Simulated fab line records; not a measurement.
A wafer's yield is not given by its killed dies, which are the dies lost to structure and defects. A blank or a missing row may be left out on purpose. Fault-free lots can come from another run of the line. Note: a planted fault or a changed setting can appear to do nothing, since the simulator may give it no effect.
Split-lot trial	flow n5-finfet	route with 1938 steps; 7 lots, 39 wafers read

== THE SPLIT ==
At N5_SD_EPI_P_EPI_21 (deposits SiGe:B, time 355 s), the setting time-s was moved away from the recipe's 355 s on 9 of the 39 wafers read, by -47.1% to -17.7%. All remaining wafers had this setting at the recipe value.

The split's own step is where the reading is taken.

== THE READING ==
SiGe-B_of_SD_EPI_P_EPI_21.thk-nm (the simulator's own value, which no gauge read), in nm, at N5_SD_EPI_P_EPI_21 (deposits SiGe:B, time 355 s). The file does not state a usual value for it. Across the 30 wafers here that went through the recipe, the average is 61.2 nm and the standard deviation 0.66 nm.

wafer	tool, chamber at the split	time-s as run, s	against the recipe	SiGe-B_of_SD_EPI_P_EPI_21.thk-nm, nm	against lot-mates on the recipe
L075.1	epi-rpcvd-02, 0	355	recipe	60.4	-
L075.2	epi-rpcvd-02, 0	355	recipe	59.8	-
L075.3	epi-rpcvd-02, 0	355	recipe	61.2	-
L075.4	epi-rpcvd-02, 0	355	recipe	61.2	-
L075.5	epi-rpcvd-02, 0	355	recipe	60.2	-
L075.6	epi-rpcvd-02, 0	355	recipe	60	-
L076.1	epi-rpcvd-01, 0	355	recipe	61.6	-
L076.2	epi-rpcvd-01, 0	355	recipe	61.2	-
L076.3	epi-rpcvd-01, 0	355	recipe	61.8	-
L076.4	epi-rpcvd-01, 0	292.3	-17.7%	54.2	-7.3
L076.6	epi-rpcvd-01, 0	292.3	-17.7%	54.2	-7.3
L076.5	epi-rpcvd-01, 0	292.3	-17.7%	53.4	-8.1
L080.1	epi-rpcvd-02, 0	355	recipe	60.8	-
L080.2	epi-rpcvd-02, 0	355	recipe	61	-
L080.3	epi-rpcvd-02, 0	355	recipe	60.6	-
L080.6	epi-rpcvd-02, 0	355	recipe	60.6	-
L080.4	epi-rpcvd-02, 0	355	recipe	60.2	-
L080.5	epi-rpcvd-02, 0	355	recipe	61.4	-
L085.1	epi-rpcvd-01, 0	355	recipe	61.2	-
L085.3	epi-rpcvd-01, 0	355	recipe	61.2	-
L085.4	epi-rpcvd-01, 0	355	recipe	61.2	-
L085.6	epi-rpcvd-01, 0	355	recipe	61.2	-
L085.2	epi-rpcvd-01, 0	355	recipe	61.6	-
L085.5	epi-rpcvd-01, 0	355	recipe	61.6	-
L088.1	epi-rpcvd-04, 0	355	recipe	61.4	-
L088.3	epi-rpcvd-04, 0	355	recipe	61.4	-
L088.5	epi-rpcvd-04, 0	355	recipe	61.2	-
L093.1	epi-rpcvd-04, 0	187.8	-47.1%	35.2	-26.7
L093.2	epi-rpcvd-04, 0	355	recipe	62	-
L093.3	epi-rpcvd-04, 0	355	recipe	62.2	-
L093.4	epi-rpcvd-04, 0	187.8	-47.1%	35	-26.9
L093.6	epi-rpcvd-04, 0	187.8	-47.1%	35	-26.9
L093.5	epi-rpcvd-04, 0	355	recipe	61.4	-
L096.1	epi-rpcvd-02, 0	355	recipe	62.2	-
L096.2	epi-rpcvd-02, 0	355	recipe	62	-
L096.3	epi-rpcvd-02, 0	210.9	-40.6%	40.2	-22.1
L096.4	epi-rpcvd-02, 0	210.9	-40.6%	40.2	-22.1
L096.5	epi-rpcvd-02, 0	355	recipe	62.6	-
L096.6	epi-rpcvd-02, 0	210.9	-40.6%	39.8	-22.5

FIT RESULTS
A straight line over all 39 wafers: SiGe-B_of_SD_EPI_P_EPI_21.thk-nm changes by +0.534 nm for each +1% of time-s; r = +0.99; the points scatter about the line by 0.91 nm.
The same after taking each lot's own level away (the mean of its wafers on the recipe; 39 wafers): +0.553 nm for each +1%; r = +1.00; scatter 0.73 nm.
Per that fit: largest time-s move, reading shift of 26 nm.
The lots' own levels span 60.47 to 62.27 nm, that is 2.7 times the standard deviation above.
The two slopes agree, so the slope changes little with the lot-to-lot level.
Check: with one of the wafers moved furthest among these (-47.1%) left out of the fit, the line predicts -25.8 nm for it against its lot-mates. Against them it came out at -26.7 nm.

== THE WHOLE CHAIN: every reading that the file lists as answering this split, in the file's order ==
step	what it does	reading	change (the file's fit)	r (the file's)
N5_SD_EPI_P_EPI_21	deposits SiGe:B, time 355 s	SiGe-B_of_SD_EPI_P_EPI_21.thk-nm (the simulator's own value, which no gauge read)	+0.55 nm for each +1% of the setting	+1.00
N5_SD_EPI_P_EPI_MEAS_23		thk-nm	withheld for each +1% of the setting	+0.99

== THE FILE'S OWN FIT ==
SiGe-B_of_SD_EPI_P_EPI_21.thk-nm changes by +0.55 nm for each +1% of time-s, r = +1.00.
